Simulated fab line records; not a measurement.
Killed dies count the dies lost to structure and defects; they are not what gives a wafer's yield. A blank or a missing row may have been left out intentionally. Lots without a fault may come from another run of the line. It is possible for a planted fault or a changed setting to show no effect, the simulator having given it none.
Split-lot experiment :: flow n5 finfet :: route with 1938 steps; 7 lots, 21 wafers read

== THE SPLIT ITSELF ==
At N5_BEOL_M14_TRENCH_ETCH_34 (etches SiO2 in C4F8/O2/Ar, target depth 556.65 nm, time 126.9 s), the setting time s was moved away from the recipe's 126.9 s on 6 of the 21 wafers read, by -11.2% to +20.4%. All remaining wafers had this setting at the recipe value.

== FROM THE SPLIT TO THE READING: what the file shows between them, 8 steps ==
- N5_BEOL_M14_STRIP_70: strips in C4F8/O2/Ar
- N5_BEOL_M14_OCD_MEAS_35
- N5_BEOL_M14_SPUTTER_45: material Cu, target thk 100 nm, time 16.67 s (also split here: power w)
- N5_BEOL_M14_ECD_47: material Cu, target thk 1248 nm
- N5_BEOL_M14_ANNEAL_48: time 90 s
- N5_BEOL_M14_CMP_49: polishes, stops on SiO2, t overpolish 5.2 s, target thk 560 nm
- N5_BEOL_M14_PRE_CLEAN_52: time 15 s
- N5_BEOL_M14_DEP_53: deposits SiCN from 3MS/NH3, target thk 50 nm, time 17.8 s

== THE READING ==
M14_RS in ohm/sq, measured at N5_BEOL_M14_RS_MEAS_54 by four-point-probe. Typical for fault-free wafers on this fab line: 0.0333 ohm/sq, with standard deviation 0.00037 ohm/sq.

wafer: L077.3
tool, chamber at the split: rie diel-04, 2
time s as run, s: 152.8
against the recipe: +20.4%
M14_RS, ohm/sq: 0.0272
against lot-mates on the recipe: -0.0063

wafer: L077.4
tool, chamber at the split: rie diel-04, 0
time s as run, s: 126.9
against the recipe: recipe
M14_RS, ohm/sq: 0.0335
against lot-mates on the recipe: -

wafer: L077.5
tool, chamber at the split: rie diel-04, 2
time s as run, s: 152.8
against the recipe: +20.4%
M14_RS, ohm/sq: 0.0273
against lot-mates on the recipe: -0.0062

wafer: L079.1
tool, chamber at the split: rie diel-06, 3
time s as run, s: 152.2
against the recipe: +19.9%
M14_RS, ohm/sq: 0.0274
against lot-mates on the recipe: -0.0067

wafer: L079.3
tool, chamber at the split: rie diel-06, 0
time s as run, s: 152.2
against the recipe: +19.9%
M14_RS, ohm/sq: 0.0281
against lot-mates on the recipe: -0.0060

wafer: L079.5
tool, chamber at the split: rie diel-06, 2
time s as run, s: 126.9
against the recipe: recipe
M14_RS, ohm/sq: 0.0341
against lot-mates on the recipe: -

wafer: L080.2
tool, chamber at the split: rie diel-05, 3
time s as run, s: 126.9
against the recipe: recipe
M14_RS, ohm/sq: 0.0332
against lot-mates on the recipe: -

wafer: L080.5
tool, chamber at the split: rie diel-05, 3
time s as run, s: 126.9
against the recipe: recipe
M14_RS, ohm/sq: 0.0332
against lot-mates on the recipe: -

wafer: L080.6
tool, chamber at the split: rie diel-05, 0
time s as run, s: 126.9
against the recipe: recipe
M14_RS, ohm/sq: 0.0335
against lot-mates on the recipe: -

wafer: L085.1
tool, chamber at the split: rie diel-05, 3
time s as run, s: 126.9
against the recipe: recipe
M14_RS, ohm/sq: 0.0336
against lot-mates on the recipe: -

wafer: L085.5
tool, chamber at the split: rie diel-05, 0
time s as run, s: 112.7
against the recipe: -11.2%
M14_RS, ohm/sq: 0.0376
against lot-mates on the recipe: +0.0040

wafer: L085.6
tool, chamber at the split: rie diel-05, 1
time s as run, s: 112.7
against the recipe: -11.2%
M14_RS, ohm/sq: 0.0381
against lot-mates on the recipe: +0.0045

wafer: L088.2
tool, chamber at the split: rie diel-04, 0
time s as run, s: 126.9
against the recipe: recipe
M14_RS, ohm/sq: 0.0336
against lot-mates on the recipe: -

wafer: L088.3
tool, chamber at the split: rie diel-04, 3
time s as run, s: 126.9
against the recipe: recipe
M14_RS, ohm/sq: 0.0329
against lot-mates on the recipe: -

wafer: L088.6
tool, chamber at the split: rie diel-04, 0
time s as run, s: 126.9
against the recipe: recipe
M14_RS, ohm/sq: 0.0337
against lot-mates on the recipe: -

wafer: L092.1
tool, chamber at the split: rie diel-04, 1
time s as run, s: 126.9
against the recipe: recipe
M14_RS, ohm/sq: 0.0334
against lot-mates on the recipe: -

wafer: L092.2
tool, chamber at the split: rie diel-04, 2
time s as run, s: 126.9
against the recipe: recipe
M14_RS, ohm/sq: 0.0328
against lot-mates on the recipe: -

wafer: L092.3
tool, chamber at the split: rie diel-04, 3
time s as run, s: 126.9
against the recipe: recipe
M14_RS, ohm/sq: 0.0327
against lot-mates on the recipe: -

wafer: L095.1
tool, chamber at the split: rie diel-06, 3
time s as run, s: 126.9
against the recipe: recipe
M14_RS, ohm/sq: 0.0326
against lot-mates on the recipe: -

wafer: L095.3
tool, chamber at the split: rie diel-06, 0
time s as run, s: 126.9
against the recipe: recipe
M14_RS, ohm/sq: 0.0333
against lot-mates on the recipe: -

wafer: L095.6
tool, chamber at the split: rie diel-06, 1
time s as run, s: 126.9
against the recipe: recipe
M14_RS, ohm/sq: 0.0336
against lot-mates on the recipe: -

THE FIT
A straight line over all 21 wafers: M14_RS changes by -0.00031 ohm/sq for each +1% of time s; r = -0.98; the points scatter about the line by 0.00053 ohm/sq.
The same after taking each lot's own level away (the mean of its wafers on the recipe; 21 wafers): -0.000325 ohm/sq for each +1%; r = -0.99; scatter 0.00036 ohm/sq.
According to that fit, moving time s by its largest amount changes the reading by 0.0066 ohm/sq.
Across the lots, their own levels run from 0.03297 to 0.03410 ohm/sq, a range of 3.1 times the standard deviation given above.
Consequently the slope shifts little with the lot-to-lot level, the two slopes agreeing.
Check: with one of the wafers moved furthest among these (+20.4%) left out of the fit, the line predicts -0.00658 ohm/sq for it against its lot-mates. Against them it came out at -0.0063 ohm/sq.

== THE OTHER SPLITS THESE WAFERS WENT THROUGH ==
Note: prior to the reading, these wafers also went through further splits. Each is held against what the fit with the lots' levels taken away leaves over:
other split on the same wafers: N5_BEOL_M14_ILD_DEP_00 time s
wafers away from the commonest value: 9
r with M14_RS (lot level and that fit taken away): +0.08

other split on the same wafers: N5_BEOL_M14_SPUTTER_45 power w
wafers away from the commonest value: 5
r with M14_RS (lot level and that fit taken away): +0.15

== THE WHOLE CHAIN: every reading that the file lists as answering this split, in the file's order ==
step: N5_BEOL_M14_TRENCH_ETCH_34
what it does: etches SiO2 in C4F8/O2/Ar, target depth 556.65 nm, time 126.9 s
reading: etch.depth nm (the simulator's own value, which no gauge read)
change (the file's fit): +6.05 nm for each +1% of the setting
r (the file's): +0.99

step: N5_BEOL_M14_OCD_MEAS_35
what it does: 
reading: trench depth nm
change (the file's fit): +6.04 nm for each +1% of the setting
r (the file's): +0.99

step: N5_BEOL_M14_CMP_49
what it does: polishes, stops on SiO2, t overpolish 5.2 s, target thk 560 nm
reading: Cu_of_BEOL_M14_ECD_47.thk nm (the simulator's own value, which no gauge read)
change (the file's fit): +6.19 nm for each +1% of the setting
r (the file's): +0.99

step: N5_BEOL_M14_RS_MEAS_54
what it does: measures by four-point-probe
reading: M14_RS
change (the file's fit): -0.000322 for each +1% of the setting
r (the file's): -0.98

== THE FILE'S OWN FIT ==
M14_RS changes by -0.000322 ohm/sq for each +1% of time s, r = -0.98.
